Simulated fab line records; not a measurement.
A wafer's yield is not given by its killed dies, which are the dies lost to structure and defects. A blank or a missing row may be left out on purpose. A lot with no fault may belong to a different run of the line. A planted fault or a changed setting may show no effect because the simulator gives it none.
fab line records + flow n5_finfet + part 2 of 2: steps 26 to 30 of 30
record
- lots=5
- wafers=15
- last_day=17
route steps=1938 shown MOL_CONTACT_COAG@549
lots with no fault: from the same line, run without faults
start_h: hours from the record's first day to the start of the lot's first wafer shown + wait_h: hours from the lot's prior step to this one + " repeats the value in the row above + L1.1+2: one row covering several wafers at once + - no value present, or no start provided + * or withheld: withheld + < > ~ a bound
route shown NAME@n: names a module that has steps shown in the file, with the first one's number in the route + usual: mean/standard deviation of fault-free wafers + same: alike in all rows + chamber/n: place in a boat + sites: readings site by site + _std_site: standard deviation across them + _edge_site: inner sites' mean taken away from outer sites' mean + radius_mm: for every site, how far away it sits from the centre of the wafer + mask NAME#n: copy n + behind: the tool/chamber that last shaped the wafer + hold: reason for holding the lot/hours on hold/outcome of the hold + device: whichever transistor did not switch (one of n, p or np) + end of line: the tests these same wafers got at the end of their route + a step with no rows: only its recipe + killed: at the first sort, the dies lost to defects and structure; wafer yield is something else + map: shows each die of a wafer: x if killed, . if not, _ if none is there
set.NAME: the setting as run; set.NAME@STEP: as run at that earlier step + model.NAME: the simulator's own value behind a step, which no gauge read
lots seen at some steps along the route; tables by step, rows by wafer
services: from which hour (start_h, from the record's first day; less than 0 if before it) a tool's chamber was out of use, for how many hours, and why
## steps
# step N5_MOL_CONTACT_COAG_DESCUM_88
# recipe
- chemistry=O2
- time_s=7
- source_power_w=50
- bias_power_w=20
- pressure_mtorr=20
- rf_frequency_hz=2.712e+07
- temp_c=40
- resist=CAR-EUV
- o2_flow_sccm=225
# usual
- bias_power_w=20.00/0.061
- drypump_motor_current_A=5.9/0.35
- oes_product_au=0.84/0.095
- rf_vpp_V=243.5/1.2
- showerhead_plenum_p_Torr=2.12/0.062
- throttle_valve_pct=20.47/0.24
| lot.wafer | tool        | chamber | start_h | wait_h | bias_power_w | drypump_motor_current_A | oes_product_au | rf_hours_counter_h | rf_vpp_V | showerhead_plenum_p_Torr | throttle_valve_pct |
|-----------|-------------|---------|---------|--------|--------------|-------------------------|----------------|--------------------|----------|--------------------------|--------------------|
| L077.4    | rie_diel-02 | 0       | 117.67  | 0.0    | 19.98        | 6.0                     | 0.89           | -                  | 243.6    | 2.13                     | 20.17              |
| L077.5    | "           | 2       | "       | "      | 20.05        | 6.2                     | 0.92           | -                  | 244.5    | 2.14                     | 20.07              |
| L077.6    | "           | 1       | "       | "      | 20.10        | 5.5                     | 0.74           | -                  | 243.7    | 2.17                     | 20.77              |
| L078.3    | rie_diel-06 | 2       | 126.63  | 0.1    | 20.07        | 5.7                     | 0.91           | 24                 | 243.1    | 2.04                     | 20.24              |
| L078.4    | "           | 0       | "       | "      | 19.90        | 6.2                     | 0.95           | -                  | 242.6    | 2.06                     | 20.57              |
| L078.6    | "           | 3       | "       | "      | 20.08        | 5.4                     | 0.70           | -                  | 243.7    | 2.07                     | 20.71              |
| L083.2    | rie_diel-01 | 3       | 152.98  | 0.0    | 19.92        | 5.3                     | 0.92           | 17                 | 246.0    | 2.24                     | 20.65              |
| L083.3    | "           | 2       | "       | "      | 20.07        | 5.9                     | 0.70           | 220                | 243.3    | 2.17                     | 20.64              |
| L083.6    | "           | 1       | "       | "      | 20.01        | 6.1                     | 0.70           | -                  | 241.5    | 2.07                     | 20.71              |
| L087.3    | rie_diel-06 | 0       | 177.06  | 0.1    | 19.94        | 6.2                     | 0.90           | 26                 | 241.8    | 2.05                     | 20.62              |
| L087.4    | "           | 3       | "       | "      | 20.01        | 5.4                     | 0.68           | 204                | 243.0    | 2.07                     | 20.71              |
| L087.6    | "           | 3       | "       | "      | 20.00        | 5.4                     | 0.68           | -                  | 243.7    | 2.07                     | 20.73              |
| L095.1    | rie_diel-06 | 3       | 228.44  | 0.0    | 20.01        | 5.4                     | 0.67           | 223                | 243.4    | 2.06                     | 20.77              |
| L095.2    | "           | 2       | "       | "      | 20.04        | 5.7                     | 0.85           | 59                 | 242.1    | 2.03                     | 20.29              |
| L095.4    | "           | 0       | "       | "      | 19.99        | 6.2                     | 0.87           | 43                 | 242.5    | 2.04                     | 20.63              |
# step N5_MOL_CONTACT_COAG_ETCH_89
# recipe
- chemistry=N2/H2
- target=underlayer
- target_depth_a=130
- mask_material=CAR-EUV
- time_s=10.4
- ion_energy_ev=200
- pressure_mtorr=30
- source_w=840
- bias_w=150
- n2_flow_sccm=200
- h2_flow_sccm=200
- ends=cleared
# usual
- drypump_motor_current_A=5.9/0.35
- etch_rf_on_time_s=10.38/0.22
- oes_product_au=0.72/0.083
- rf_vpp_V=524.5/2
- showerhead_plenum_p_Torr=2.56/0.065
- throttle_valve_pct=17.85/0.23
| lot.wafer | tool        | chamber | start_h | wait_h | drypump_motor_current_A | etch_rf_on_time_s | oes_product_au | rf_hours_counter_h | rf_vpp_V | showerhead_plenum_p_Torr | throttle_valve_pct |
|-----------|-------------|---------|---------|--------|-------------------------|-------------------|----------------|--------------------|----------|--------------------------|--------------------|
| L077.4    | rie_diel-02 | 0       | 117.69  | 0.0    | 6.0                     | 10.30             | 0.76           | -                  | 526.2    | 2.59                     | 17.61              |
| L077.5    | "           | 2       | "       | "      | 6.2                     | 10.33             | 0.79           | -                  | 523.7    | 2.59                     | 17.34              |
| L077.6    | "           | 1       | "       | "      | 5.5                     | 10.62             | 0.63           | -                  | 526.1    | 2.61                     | 17.96              |
| L078.3    | rie_diel-06 | 2       | 126.67  | 0.0    | 5.7                     | 10.22             | 0.79           | 24                 | 522.1    | 2.50                     | 17.80              |
| L078.4    | "           | 0       | "       | "      | 6.2                     | 9.97              | 0.83           | -                  | 522.4    | 2.49                     | 18.04              |
| L078.6    | "           | 3       | "       | "      | 5.4                     | 10.52             | 0.60           | -                  | 522.8    | 2.52                     | 18.16              |
| L083.2    | rie_diel-01 | 3       | 153.01  | 0.0    | 5.3                     | 10.23             | 0.78           | 17                 | 528.7    | 2.69                     | 17.86              |
| L083.3    | "           | 2       | "       | "      | 5.9                     | 10.45             | 0.61           | 220                | 525.5    | 2.61                     | 17.88              |
| L083.6    | "           | 1       | "       | "      | 6.1                     | 10.49             | 0.60           | -                  | 523.0    | 2.50                     | 18.12              |
| L087.3    | rie_diel-06 | 0       | 177.09  | 0.0    | 6.1                     | 10.03             | 0.78           | 26                 | 520.9    | 2.48                     | 18.08              |
| L087.4    | "           | 3       | "       | "      | 5.4                     | 10.54             | 0.58           | 204                | 524.2    | 2.51                     | 18.17              |
| L087.6    | "           | 3       | "       | "      | 5.3                     | 10.58             | 0.58           | -                  | 524.5    | 2.51                     | 18.18              |
| L095.1    | rie_diel-06 | 3       | 228.47  | 0.0    | 5.4                     | 10.64             | 0.57           | 223                | 523.7    | 2.50                     | 18.20              |
| L095.2    | "           | 2       | "       | "      | 5.7                     | 10.24             | 0.73           | 59                 | 522.1    | 2.48                     | 17.86              |
| L095.4    | "           | 0       | "       | "      | 6.2                     | 10.06             | 0.74           | 43                 | 521.0    | 2.48                     | 18.09              |
# step N5_MOL_CONTACT_COAG_ETCH_90
# recipe
- chemistry=CF4
- target=SiARC
- target_depth_a=130
- mask_material=CAR-EUV
- time_s=21.7
- ion_energy_ev=80
- pressure_mtorr=40
- source_w=545
- bias_w=36
- Ar_flow_sccm=100
- cf4_flow_sccm=100
- ends=cleared
# usual
- drypump_motor_current_A=5.8/0.35
- etch_rf_on_time_s=21.7/0.42
- oes_product_au=0.71/0.081
- rf_vpp_V=184.4/1.1
- showerhead_plenum_p_Torr=2.16/0.056
- throttle_valve_pct=15.57/0.29
| lot.wafer | tool        | chamber | start_h | wait_h | drypump_motor_current_A | etch_rf_on_time_s | oes_product_au | rf_hours_counter_h | rf_vpp_V | showerhead_plenum_p_Torr | throttle_valve_pct |
|-----------|-------------|---------|---------|--------|-------------------------|-------------------|----------------|--------------------|----------|--------------------------|--------------------|
| L077.4    | rie_diel-02 | 0       | 117.73  | 0.0    | 6.0                     | 21.8              | 0.76           | -                  | 185.2    | 2.17                     | 15.28              |
| L077.5    | "           | 2       | "       | "      | 6.2                     | 21.3              | 0.79           | -                  | 185.1    | 2.17                     | 15.09              |
| L077.6    | "           | 1       | "       | "      | 5.5                     | 21.8              | 0.63           | -                  | 185.1    | 2.23                     | 16.02              |
| L078.3    | rie_diel-06 | 2       | 126.69  | 0.0    | 5.7                     | 21.3              | 0.79           | 24                 | 184.6    | 2.10                     | 15.39              |
| L078.4    | "           | 0       | "       | "      | 6.2                     | 20.8              | 0.82           | -                  | 182.1    | 2.11                     | 15.61              |
| L078.6    | "           | 3       | "       | "      | 5.4                     | 21.7              | 0.60           | -                  | 183.4    | 2.13                     | 15.92              |
| L083.2    | rie_diel-01 | 3       | 153.03  | 0.0    | 5.3                     | 21.3              | 0.77           | 17                 | 186.0    | 2.28                     | 15.67              |
| L083.3    | "           | 2       | "       | "      | 5.9                     | 22.0              | 0.61           | 220                | 184.5    | 2.19                     | 15.75              |
| L083.6    | "           | 1       | "       | "      | 6.1                     | 22.1              | 0.60           | -                  | 183.6    | 2.10                     | 15.76              |
| L087.3    | rie_diel-06 | 0       | 177.11  | 0.0    | 6.2                     | 20.8              | 0.78           | 26                 | 182.3    | 2.10                     | 15.64              |
| L087.4    | "           | 3       | "       | "      | 5.4                     | 22.0              | 0.58           | 204                | 184.2    | 2.13                     | 15.94              |
| L087.6    | "           | 3       | "       | "      | 5.4                     | 21.9              | 0.59           | -                  | 183.7    | 2.13                     | 15.96              |
| L095.1    | rie_diel-06 | 3       | 228.49  | 0.0    | 5.4                     | 22.4              | 0.57           | 223                | 183.7    | 2.12                     | 15.98              |
| L095.2    | "           | 2       | "       | "      | 5.7                     | 21.6              | 0.72           | 59                 | 182.9    | 2.09                     | 15.46              |
| L095.4    | "           | 0       | "       | "      | 6.2                     | 21.3              | 0.74           | 43                 | 184.2    | 2.09                     | 15.66              |
# step N5_MOL_CONTACT_COAG_ALD_131
# recipe
- material=SiO2
- target_thk_a=50
- temp_c=100
- ald_precursor_family=BDEAS
- ald_co_reactant=O2-plasma
- pulse_time_s=1
- co_reactant_pulse_time_s=1
- purge_time_s=2
- co_reactant_purge_time_s=2
- ald_cycles=35
- pressure_torr=2
# usual
- heater_power_w=82/7.8
- precursor_pulse_height_rel=0.999/0.021
| lot.wafer | tool       | chamber | start_h | wait_h | heater_power_w | precursor_pulse_height_rel |
|-----------|------------|---------|---------|--------|----------------|----------------------------|
| L077.4    | ald_sin-04 | 2       | 117.78  | 0.0    | 80             | 1.003                      |
| L077.5    | "          | 2       | "       | "      | 78             | 1.026                      |
| L077.6    | "          | 3       | "       | "      | 80             | 0.983                      |
| L078.3    | ald_sin-01 | 2       | 126.77  | 0.1    | 94             | 0.994                      |
| L078.4    | "          | 1       | "       | "      | 64             | 0.991                      |
| L078.6    | "          | 1       | "       | "      | 66             | 0.986                      |
| L083.2    | ald_sin-01 | 3       | 153.11  | 0.1    | 85             | 1.076                      |
| L083.3    | "          | 0       | "       | "      | 73             | 1.007                      |
| L083.6    | "          | 2       | "       | "      | 92             | 1.001                      |
| L087.3    | ald_sin-01 | 2       | 177.20  | 0.1    | 91             | 1.031                      |
| L087.4    | "          | 3       | "       | "      | 87             | 1.006                      |
| L087.6    | "          | 0       | "       | "      | 73             | 0.995                      |
| L095.1    | ald_sin-01 | 0       | 228.87  | 0.3    | 72             | 1.034                      |
| L095.2    | "          | 2       | "       | "      | 90             | 1.008                      |
| L095.4    | "          | 2       | "       | "      | 93             | 1.050                      |
# step N5_MOL_CONTACT_COAG_ETCHBACK_132
# recipe
- chemistry=CHF3
- target=SiO2
- target_depth_a=100
- time_s=6.7
- ion_energy_ev=200
- pressure_mtorr=30
- source_w=610
- bias_w=170
- Ar_flow_sccm=200
- CHF3_flow_sccm=50
# usual
- CHF3_flow_sccm=50.00/0.15
- drypump_motor_current_A=5.8/0.35
- oes_ar_750_au=0.82/0.089
- oes_product_au=0.82/0.093
- rf_vpp_V=531/8.5
- showerhead_plenum_p_Torr=2.42/0.061
- throttle_valve_pct=18.70/0.3
| lot.wafer | tool        | chamber | start_h | wait_h | CHF3_flow_sccm | drypump_motor_current_A | oes_ar_750_au | oes_product_au | rf_hours_counter_h | rf_vpp_V | showerhead_plenum_p_Torr | throttle_valve_pct |
|-----------|-------------|---------|---------|--------|----------------|-------------------------|---------------|----------------|--------------------|----------|--------------------------|--------------------|
| L077.4    | rie_diel-01 | 1       | 117.96  | 0.1    | 50.02          | 6.1                     | 0.70          | 0.70           | 230                | 539      | 2.34                     | 18.85              |
| L077.5    | "           | 3       | "       | "      | 50.17          | 5.3                     | 0.94          | 0.95           | -                  | 527      | 2.54                     | 18.80              |
| L077.6    | "           | 2       | "       | "      | 49.78          | 5.9                     | 0.72          | 0.72           | -                  | 535      | 2.46                     | 18.86              |
| L078.3    | rie_diel-01 | 3       | 126.97  | 0.1    | 50.01          | 5.4                     | 0.93          | 0.94           | 8                  | 527      | 2.54                     | 18.82              |
| L078.4    | "           | 1       | "       | "      | 49.86          | 6.1                     | 0.71          | 0.71           | 233                | 538      | 2.34                     | 18.88              |
| L078.6    | "           | 2       | "       | "      | 50.19          | 5.9                     | 0.72          | 0.72           | -                  | 535      | 2.46                     | 18.87              |
| L083.2    | rie_diel-02 | 0       | 153.29  | 0.1    | 50.09          | 6.0                     | 0.86          | 0.87           | 50                 | 527      | 2.41                     | 18.46              |
| L083.3    | "           | 3       | "       | "      | 49.88          | 5.5                     | 0.91          | 0.91           | 10                 | 520      | 2.44                     | 18.27              |
| L083.6    | "           | 2       | "       | "      | 49.79          | 6.2                     | 0.87          | 0.91           | -                  | 550      | 2.41                     | 18.25              |
| L087.3    | rie_diel-02 | 1       | 177.38  | 0.1    | 50.17          | 5.5                     | 0.72          | 0.71           | 207                | 522      | 2.46                     | 19.13              |
| L087.4    | "           | 3       | "       | "      | 50.12          | 5.5                     | 0.88          | 0.88           | 19                 | 520      | 2.44                     | 18.30              |
| L087.6    | "           | 0       | "       | "      | 50.02          | 6.0                     | 0.85          | 0.83           | -                  | 528      | 2.41                     | 18.50              |
| L095.1    | rie_diel-06 | 3       | 229.05  | 0.1    | 50.00          | 5.4                     | 0.68          | 0.66           | 223                | 537      | 2.35                     | 19.09              |
| L095.2    | "           | 0       | "       | "      | 49.97          | 6.2                     | 0.87          | 0.87           | 43                 | 531      | 2.32                     | 18.80              |
| L095.4    | "           | 1       | "       | "      | 50.01          | 6.5                     | 0.87          | 0.88           | 34                 | 535      | 2.41                     | 18.81              |
## services
| tool           | chamber | start_h | hours | kind   |
|----------------|---------|---------|-------|--------|
| rie_diel-06    | 0       | 89.21   | 9.2   | repair |
| wet_bench-01   | -       | 94.55   | 5.9   | repair |
| pvd_sputter-01 | -       | 94.72   | 1.8   | repair |
| cmp-04         | -       | 98.61   | 0.2   | repair |
| ald_sin-03     | 2       | 121.08  | 6.2   | repair |
| euv_scanner-02 | -       | 125.38  | 1.0   | pm     |
| cmp-02         | -       | 126.23  | 4.0   | pm     |
| pecvd-04       | -       | 133.78  | 1.2   | repair |
| euv_scanner-01 | -       | 138.70  | 1.0   | pm     |
| ald_sin-01     | -       | 144.75  | 4.3   | pm     |
| ald_sin-03     | 1       | 147.61  | 3.5   | repair |
| pvd_sputter-03 | -       | 157.71  | 0.7   | repair |
| euv_scanner-02 | -       | 159.97  | 0.4   | repair |
| cmp-02         | -       | 161.57  | 13.1  | pm     |
| ald_sin-01     | 1       | 171.53  | 61.6  | repair |
| rie_diel-02    | 2       | 171.75  | 5.4   | repair |
| ald_sin-01     | 0       | 180.13  | 1.6   | repair |
| euv_scanner-02 | -       | 181.53  | 1.0   | pm     |
| rie_diel-01    | -       | 189.34  | 0.3   | repair |
| cmp-04         | -       | 199.30  | 4.0   | pm     |
| cmp-02         | -       | 214.68  | 4.4   | repair |
| euv_scanner-02 | -       | 216.93  | 4.6   | pm     |
| rie_diel-01    | 2       | 218.92  | 9.9   | repair |
| rie_diel-02    | 0       | 219.88  | 3.8   | repair |
